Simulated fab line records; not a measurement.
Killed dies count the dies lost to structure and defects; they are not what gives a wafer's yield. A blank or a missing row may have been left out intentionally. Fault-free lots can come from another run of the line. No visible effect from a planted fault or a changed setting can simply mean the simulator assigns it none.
Chamber matching | flow n5 finfet | N5_SD_EPI_N_ETCH_35 on rie diel-05 has 4 sister chambers
The step etches SOC in N2/H2, overetch 108 nm, time 486 s. 8 wafers are shown with their chamber, then 9 later ones without.

## WAFERS PAIRED WITH THEIR CHAMBERS
wafer  | chamber | showerhead plenum p Torr (Torr) | throttle valve pct (%)
L084.4 | 1       | 2.58                            | 23.37
L084.6 | 0       | 2.66                            | 23.70
L086.1 | 2       | 2.51                            | 23.89
L086.3 | 3       | 2.50                            | 24.06
L086.5 | 1       | 2.58                            | 23.40
L090.3 | 0       | 2.66                            | 23.71
L090.4 | 3       | 2.50                            | 24.08
L090.5 | 2       | 2.50                            | 23.92

## WAFERS WHOSE CHAMBER IS MISSING
wafer  | showerhead plenum p Torr (Torr) | throttle valve pct (%)
L092.2 | 2.66                            | 23.70
L092.4 | 2.58                            | 23.42
L092.5 | 2.49                            | 24.10
L095.2 | 2.57                            | 23.43
L095.4 | 2.65                            | 23.74
L095.6 | 2.57                            | 23.42
L097.4 | 2.65                            | 23.73
L097.5 | 2.57                            | 23.41
L097.6 | 2.65                            | 23.75

## CHAMBER TAKEN BY EACH
wafer  | from the rows above | in truth
L092.2 | 0                   | 0
L092.4 | 1                   | 1
L092.5 | 3                   | 3
L095.2 | 1                   | 1
L095.4 | 0                   | 0
L095.6 | 1                   | 1
L097.4 | 0                   | 0
L097.5 | 1                   | 1
L097.6 | 0                   | 0
9 of 9 placed correctly. Not placeable from these rows: 0. Wrongly placed: 0.
How it was worked out, from the rows above alone: a wafer's distance from a chamber is the root of the sum, over the readings, of the square of ((its reading less the chamber's mean) divided by the reading's scatter). The wafer belongs to the nearest chamber; if the next one is less than 2 further off, it can't be placed. Each chamber's mean is taken over the wafers shown for it. The scatter is the square root of a quotient: the sum, over the shown wafers, of each reading's squared deviation from its chamber's mean, divided by wafers minus chambers.
